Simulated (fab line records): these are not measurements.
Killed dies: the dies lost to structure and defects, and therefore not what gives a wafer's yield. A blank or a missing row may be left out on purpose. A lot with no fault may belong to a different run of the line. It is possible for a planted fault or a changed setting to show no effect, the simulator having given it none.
fab line records    flow nand-harc
[record] lots = 14  wafers = 42  last-day = 33
route steps=1302 shown A_M1@1191 A_BONDPAD@1212
lots untouched by any fault: they come from a run of this same line in which no faults occurred
start-h: start of the lot's first displayed wafer, in hours after the record's first day    wait-h: hours elapsed since this lot's preceding step    " same as the row above    L1.1+2: one row covering several wafers at once    - no value present, or no start provided    * or withheld: withheld    < > ~ a bound
route shown NAME@n: names a module that has steps shown in the file, with the first one's number in the route    usual: the fault-free wafers' mean and standard deviation    same: alike in all rows    chamber/n: place in a boat    sites: readings site by site    _std_site: the standard deviation of these    _edge_site: mean of outer sites minus mean of inner sites    radius-mm: how far each site lies from the wafer's centre    mask NAME#n: copy n    behind: the tool/chamber that last shaped the wafer    hold: the reason the lot was held/the length of the hold in hours/how it ended    device: the n, p or np transistor that did not switch    end of line: the tests these same wafers got at the end of their route    for a step that has no rows: nothing shown but its recipe    killed: at the first sort, the dies lost to defects and structure; wafer yield is something else    map: the dies of a wafer, with x for killed, . for not killed, _ for no die there
set.NAME: the setting that was run; set.NAME@STEP: the one run at that earlier step    model.NAME: the simulator's own value behind a step, which no gauge read
steps of the route over a sample of lots; a table a step, a row a wafer
services: a tool's chamber out of use, with start hour (start-h, from the record's first day; less than 0 if before it), hours out, and reason
[[steps]]
[step NHARC_A_M1_PVD_20]
[recipe] target-thk-a = 50  bias-v = 168.6  power-w = 15000  chamber-pressure-pa = 0.12  time-s = 8.06  substrate-temp-c = 50  material = TaN
[usual] substrate-temp-c = 50.00/0.11  throttle-valve-pct = 30.1/0.85
lot.wafer  tool            chamber  start-h  wait-h  substrate-temp-c  throttle-valve-pct
L918.3     pvd-sputter-01  -        -        -       49.95             29.5
L918.1     "               -        "        "       49.99             29.1
L918.5     "               -        "        "       50.15             31.5
L919.4     pvd-sputter-03  -        -        -       50.01             28.8
L919.2     "               -        "        "       49.94             30.9
L919.5     "               -        "        "       49.96             29.0
L922.1     pvd-sputter-03  -        -        -       50.03             30.7
L922.3     "               -        "        "       50.04             31.1
L922.6     "               -        "        "       50.19             30.9
L921.3     pvd-sputter-03  -        -        -       50.06             30.9
L921.2     "               -        "        "       49.94             28.9
L921.6     "               -        "        "       49.99             30.2
L923.4     pvd-sputter-02  -        -        -       49.94             30.1
L923.2     "               -        "        "       50.22             29.5
L923.1     "               -        "        "       49.87             28.1
L926.1     pvd-sputter-03  -        -        -       50.09             30.6
L926.2     "               -        "        "       50.07             28.8
L926.5     "               -        "        "       50.10             30.4
L930.2     pvd-sputter-02  -        -        -       50.17             30.7
L930.4     "               -        "        "       50.07             30.6
L930.6     "               -        "        "       49.94             30.8
L933.1     pvd-sputter-01  -        -        -       49.95             29.1
L933.2     "               -        "        "       49.83             29.3
L933.4     "               -        "        "       50.04             30.8
L932.4     pvd-sputter-02  -        -        -       49.93             30.9
L932.1     "               -        "        "       50.06             28.8
L932.6     "               -        "        "       50.03             30.6
L936.2     pvd-sputter-02  -        -        -       49.73             30.6
L936.3     "               -        "        "       50.07             28.7
L936.5     "               -        "        "       49.76             30.8
L935.4     pvd-sputter-01  -        -        -       49.87             29.4
L935.6     "               -        "        "       49.90             30.0
L935.5     "               -        "        "       49.83             29.2
L938.3     pvd-sputter-01  -        -        -       50.06             29.3
L938.2     "               -        "        "       49.83             29.8
L938.5     "               -        "        "       49.97             29.9
L941.4     pvd-sputter-03  -        -        -       50.03             30.8
L941.2     "               -        "        "       49.93             30.4
L941.1     "               -        "        "       50.08             30.3
L940.2     pvd-sputter-01  -        -        -       49.92             30.1
L940.5     "               -        "        "       50.06             30.9
L940.6     "               -        "        "       50.09             29.7
[step NHARC_A_M1_INSPECT_27]
[usual] raw-defect-count = 562/140
lot.wafer  tool               chamber  start-h  wait-h  raw-defect-count
L918.1     defect-inspect-02  -        530.88   0.0     482
L918.3     "                  -        "        "       365
L918.5     "                  -        "        "       491
L919.2     defect-inspect-01  -        538.15   0.0     399
L919.4     "                  -        "        "       568
L919.5     "                  -        "        "       543
L922.1     defect-inspect-02  -        566.98   0.0     425
L922.3     "                  -        "        "       484
L922.6     "                  -        "        "       538
L921.2     defect-inspect-02  -        569.04   0.0     696
L921.3     "                  -        "        "       608
L921.6     "                  -        "        "       590
L923.1     defect-inspect-01  -        587.39   0.0     440
L923.2     "                  -        "        "       631
L923.4     "                  -        "        "       583
L926.1     defect-inspect-01  -        615.39   0.0     510
L926.2     "                  -        "        "       425
L926.5     "                  -        "        "       360
L930.2     defect-inspect-01  -        662.10   0.0     665
L930.4     "                  -        "        "       609
L930.6     "                  -        "        "       828
L933.1     defect-inspect-02  -        700.32   0.0     667
L933.2     "                  -        "        "       540
L933.4     "                  -        "        "       738
L932.1     defect-inspect-02  -        707.23   0.0     705
L932.4     "                  -        "        "       310
L932.6     "                  -        "        "       610
L936.2     defect-inspect-02  -        714.62   0.0     438
L936.3     "                  -        "        "       423
L936.5     "                  -        "        "       481
L935.4     defect-inspect-01  -        719.13   0.0     418
L935.5     "                  -        "        "       448
L935.6     "                  -        "        "       548
L938.2     defect-inspect-02  -        733.38   0.0     546
L938.3     "                  -        "        "       536
L938.5     "                  -        "        "       586
L941.1     defect-inspect-01  -        757.26   0.0     594
L941.2     "                  -        "        "       581
L941.4     "                  -        "        "       544
L940.2     defect-inspect-01  -        758.67   0.0     574
L940.5     "                  -        "        "       598
L940.6     "                  -        "        "       748
[step NHARC_A_BONDPAD_EXPOSE_06]
[recipe] na = 0.55  dose-mj = 36.99  mask-id = A_BPAD
[usual] exposure-dose-mJ-cm2 = 36.98/0.035  focus-offset-nm = 0.0/0.58  na = 0.55/0
lot.wafer  tool            chamber  start-h  wait-h  mask      exposure-dose-mJ-cm2  focus-offset-nm  na
L918.1     krf-scanner-01  0        532.65   -       A_BPAD#0  37.01                 -0.4             0.55
L918.3     "               0        "        "       A_BPAD#0  37.05                 1.0              0.55
L918.5     "               0        "        "       A_BPAD#0  36.98                 0.5              0.55
L919.2     krf-scanner-04  0        539.93   -       A_BPAD#0  36.98                 0.5              0.55
L919.4     "               0        "        "       A_BPAD#0  36.95                 -0.6             0.55
L919.5     "               0        "        "       A_BPAD#0  37.01                 -0.6             0.55
L922.1     krf-scanner-01  -        568.62   -       A_BPAD#0  -                     -                -
L922.3     "               -        "        "       A_BPAD#0  -                     -                -
L922.6     "               -        "        "       A_BPAD#0  -                     -                -
L921.2     krf-scanner-04  -        570.81   -       A_BPAD#0  -                     -                -
L921.3     "               -        "        "       A_BPAD#0  -                     -                -
L921.6     "               -        "        "       A_BPAD#0  -                     -                -
L923.1     krf-scanner-03  0        589.16   -       A_BPAD#0  37.01                 -0.6             0.55
L923.2     "               0        "        "       A_BPAD#0  37.00                 -0.9             0.55
L923.4     "               0        "        "       A_BPAD#0  37.03                 -0.4             0.55
L926.1     krf-scanner-04  0        617.17   -       A_BPAD#0  37.00                 -0.2             0.55
L926.2     "               0        "        "       A_BPAD#0  36.96                 0.0              0.55
L926.5     "               0        "        "       A_BPAD#0  36.97                 0.0              0.55
L930.2     krf-scanner-03  0        663.74   -       A_BPAD#0  36.99                 -0.1             0.55
L930.4     "               0        "        "       A_BPAD#0  36.99                 -0.1             0.55
L930.6     "               0        "        "       A_BPAD#0  37.01                 0.2              0.55
L933.1     krf-scanner-01  0        702.09   -       A_BPAD#0  37.00                 -0.4             0.55
L933.2     "               0        "        "       A_BPAD#0  36.96                 0.8              0.55
L933.4     "               0        "        "       A_BPAD#0  36.97                 0.3              0.55
L932.1     krf-scanner-03  0        708.88   -       A_BPAD#0  37.00                 0.3              0.55
L932.4     "               0        "        "       A_BPAD#0  36.98                 0.3              0.55
L932.6     "               0        "        "       A_BPAD#0  36.93                 0.0              0.55
L936.2     krf-scanner-03  0        716.41   -       A_BPAD#0  36.99                 0.1              0.55
L936.3     "               0        "        "       A_BPAD#0  36.99                 0.8              0.55
L936.5     "               0        "        "       A_BPAD#0  36.96                 0.0              0.55
L935.4     krf-scanner-04  0        720.91   -       A_BPAD#0  36.96                 -0.5             0.55
L935.5     "               0        "        "       A_BPAD#0  37.03                 -1.0             0.55
L935.6     "               0        "        "       A_BPAD#0  36.97                 -0.2             0.55
L938.2     krf-scanner-01  0        735.16   -       A_BPAD#0  36.96                 0.5              0.55
L938.3     "               0        "        "       A_BPAD#0  36.98                 0.9              0.55
L938.5     "               0        "        "       A_BPAD#0  36.99                 0.8              0.55
L941.1     krf-scanner-03  0        758.91   -       A_BPAD#0  36.97                 0.2              0.55
L941.2     "               0        "        "       A_BPAD#0  36.98                 0.2              0.55
L941.4     "               0        "        "       A_BPAD#0  36.99                 0.3              0.55
L940.2     krf-scanner-04  0        760.55   -       A_BPAD#0  36.88                 -0.7             0.55
L940.5     "               0        "        "       A_BPAD#0  36.97                 -0.5             0.55
L940.6     "               0        "        "       A_BPAD#0  36.92                 -0.3             0.55
[step NHARC_A_BONDPAD_ETCH_34]
[recipe] target-depth-a = 600  overetch-a = 180  time-s = 65.91  ion-energy-ev = 200  n2-flow-sccm = 150  h2-flow-sccm = 150  ar-flow-sccm = 0  rf-w = 400  bias-w = 150  chemistry = N2/H2
[usual] drypump-motor-current-A = 5.9/0.36  oes-product-au = 1.000/0.011  rf-vpp-V = 428.1/1.4  showerhead-plenum-p-Torr = 1.95/0.042  throttle-valve-pct = 14.170/0.0087
lot.wafer  tool         chamber  start-h  wait-h  drypump-motor-current-A  oes-product-au  rf-hours-counter-h  rf-vpp-V  showerhead-plenum-p-Torr  throttle-valve-pct
L918.3     rie-diel-06  1        533.10   0.1     5.5                      0.997           1                   425.8     1.90                      14.164
L918.1     "            3        "        "       5.9                      1.000           1                   428.3     1.97                      14.169
L918.5     "            0        "        "       6.3                      1.014           -                   428.3     1.91                      14.182
L919.4     rie-diel-06  3        540.40   0.1     5.9                      1.008           1                   429.3     1.97                      14.178
L919.2     "            1        "        "       5.5                      1.002           2                   428.3     1.90                      14.172
L919.5     "            0        "        "       6.3                      1.024           -                   427.8     1.91                      14.164
L922.3     rie-diel-06  3        569.07   0.1     5.9                      0.993           3                   429.1     1.97                      14.169
L922.1     "            2        "        "       5.8                      1.012           2                   428.4     1.97                      14.164
L922.6     "            0        "        "       6.3                      1.004           -                   428.0     1.91                      14.176
L921.3     rie-diel-08  3        571.26   0.1     6.5                      1.004           5                   430.2     2.01                      14.150
L921.2     "            0        "        "       5.6                      0.991           3                   428.1     1.97                      14.176
L921.6     "            1        "        "       6.7                      0.981           -                   430.2     2.00                      14.159
L923.1     rie-diel-06  3        589.61   0.1     5.9                      1.005           4                   429.0     1.97                      14.164
L923.2     "            1        "        "       5.4                      1.005           4                   427.1     1.90                      14.156
L923.4     "            2        "        "       5.8                      1.013           3                   428.7     1.97                      14.164
L926.1     rie-diel-06  2        617.63   0.1     5.8                      1.000           4                   429.1     1.97                      14.174
L926.2     "            3        "        "       5.9                      0.992           4                   429.3     1.97                      14.190
L926.5     "            2        "        "       5.8                      1.010           -                   429.8     1.97                      14.157
L930.2     rie-diel-01  2        664.26   0.1     5.9                      0.999           32                  429.0     1.99                      14.163
L930.4     "            1        "        "       5.5                      1.016           20                  433.1     2.10                      14.156
L930.6     "            3        "        "       5.8                      1.005           -                   426.9     1.90                      14.174
L933.2     rie-diel-06  2        702.55   0.1     5.8                      0.988           1                   428.1     1.97                      14.156
L933.1     "            3        "        "       5.9                      0.997           0                   427.2     1.97                      14.173
L933.4     "            0        "        "       6.3                      0.999           1                   427.1     1.91                      14.164
L932.4     rie-diel-06  0        709.33   0.1     6.3                      0.995           1                   424.7     1.91                      14.166
L932.1     "            2        "        "       5.9                      0.994           1                   427.5     1.97                      14.158
L932.6     "            3        "        "       5.9                      0.999           -                   428.9     1.97                      14.178
L936.3     rie-diel-08  3        717.26   0.5     6.5                      0.999           30                  429.7     2.00                      14.173
L936.2     "            2        "        "       5.7                      0.988           29                  430.0     1.96                      14.182
L936.5     "            3        "        "       6.5                      1.003           -                   429.2     2.00                      14.174
L935.4     rie-diel-08  2        721.35   0.1     5.7                      0.977           31                  427.6     1.96                      14.181
L935.5     "            1        "        "       6.6                      0.993           -                   429.2     1.99                      14.168
L935.6     "            2        "        "       5.7                      0.982           -                   430.1     1.96                      14.172
L938.2     rie-diel-06  2        735.60   0.1     5.8                      0.984           2                   429.3     1.97                      14.187
L938.3     "            1        "        "       5.4                      0.992           2                   428.0     1.90                      14.177
L938.5     "            2        "        "       5.9                      0.997           -                   428.0     1.97                      14.168
L941.1     rie-diel-08  3        759.37   0.1     6.5                      0.997           3                   428.6     2.00                      14.170
L941.2     "            0        "        "       5.6                      1.004           3                   428.8     1.96                      14.173
L941.4     "            1        "        "       6.7                      0.987           4                   429.4     1.99                      14.178
L940.2     rie-diel-06  0        760.99   0.1     6.3                      0.996           2                   426.7     1.91                      14.177
L940.6     "            0        "        "       6.3                      0.993           -                   426.9     1.91                      14.162
L940.5     "            1        "        "       5.5                      1.001           -                   427.1     1.90                      14.175
[[services]]
tool            chamber  start-h  hours  kind
pvd-sputter-03  -        506.56   1.5    repair
krf-scanner-04  -        526.00   4.0    pm
pvd-sputter-03  -        526.04   10.0   pm
rie-diel-08     -        545.31   9.0    pm
rie-diel-06     2        545.67   6.0    repair
krf-scanner-03  -        568.00   4.0    pm
pvd-sputter-01  -        597.35   10.0   pm
rie-diel-06     2        597.92   5.8    repair
krf-scanner-04  -        598.91   1.5    repair
krf-scanner-03  -        614.00   0.7    repair
pvd-sputter-02  -        638.00   10.0   pm
pvd-sputter-02  -        653.27   3.6    repair
krf-scanner-01  -        656.18   5.4    repair
rie-diel-06     -        661.20   9.0    pm
krf-scanner-01  -        662.89   4.0    pm
pvd-sputter-02  -        684.50   5.0    repair
krf-scanner-04  -        698.00   4.0    pm
pvd-sputter-03  -        704.04   10.0   pm
rie-diel-08     1        709.58   7.9    repair
rie-diel-06     -        715.81   1.0    repair
rie-diel-08     -        722.31   9.0    pm
krf-scanner-03  -        740.00   4.0    pm
rie-diel-06     0        740.22   8.0    repair
krf-scanner-03  -        746.41   1.9    repair
[[key]]
[first-sign] step = NHARC_A_BONDPAD_EXPOSE_06  reading = tool-record  direction = missing
effect none on later readings
met-at NHARC_A_BONDPAD_EXPOSE_06
struck-lots L921,L922
later-rows-left-out L921.2,L921.3,L921.6,L922.1,L922.3,L922.6
sort-left-out L921.2,L921.3,L921.6,L922.1,L922.3,L922.6
not-acting-at NHARC_A_M1_PVD_20,NHARC_A_M1_INSPECT_27,NHARC_A_BONDPAD_ETCH_34
onset-between 539.93 568.62
[fault] kind = skipped-step-whole  tool = krf-scanner-01,krf-scanner-04  chamber = -  onset-h = 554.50  steps = NHARC_A_BONDPAD_EXPOSE_06  scope = struck-lots-only
// sort-left-out: the simulated sort isn't trusted on such a fault, so these wafers' sort isn't shown, and their yield isn't known
// later-rows-left-out: the simulator's readings of these wafers behind a module that went badly wrong aren't trusted and aren't shown, but for the sort
